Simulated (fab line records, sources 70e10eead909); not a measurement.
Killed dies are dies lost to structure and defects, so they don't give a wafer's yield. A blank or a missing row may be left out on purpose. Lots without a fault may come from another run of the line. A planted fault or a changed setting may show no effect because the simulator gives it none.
Chamber matching | flow nand_harc | NHARC_A_CONTACT_ETCH_110 on rie_diel-01: 4 sister chambers
The step etches the open film in CF4/O2, target depth 60 nm, overetch 6 nm, time 33 s. 4 wafers are shown with their chamber, then 7 later ones without.

WAFERS WITH THEIR CHAMBER
wafer  | chamber | showerhead_plenum_p_Torr (Torr)
L081.4 | 0       | 1.27
L080.2 | 1       | 1.31
L084.1 | 3       | 1.30
L084.2 | 2       | 1.32

WAFERS WITHOUT THEIR CHAMBER
wafer  | showerhead_plenum_p_Torr (Torr)
L084.3 | 1.31
L091.2 | 1.27
L091.3 | 1.29
L091.6 | 1.27
L094.1 | 1.30
L094.4 | 1.27
L094.5 | 1.30

WHICH CHAMBER EACH WENT THROUGH
wafer  | from the rows above | in truth
L084.3 | 1                   | 1
L091.2 | 0                   | 0
L091.3 | 3                   | 3
L091.6 | 0                   | 0
L094.1 | 3                   | 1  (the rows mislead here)
L094.4 | 0                   | 0
L094.5 | 3                   | 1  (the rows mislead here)
Placed correctly: 5 of 7. Can't be placed from these rows: 0. Placed wrongly: 2.
How it was worked out, from the rows above alone: a wafer's distance from a chamber is the root of the sum, over the readings, of the square of ((its reading less the chamber's mean) divided by the reading's scatter). The wafer belongs to the nearest chamber; if the next one is less than 2 further off, it can't be placed. A chamber's mean is the mean of its shown wafers. The scatter: with one shown wafer a chamber, the root of the mean of the squares of how far each hidden wafer lies from its nearest shown one.
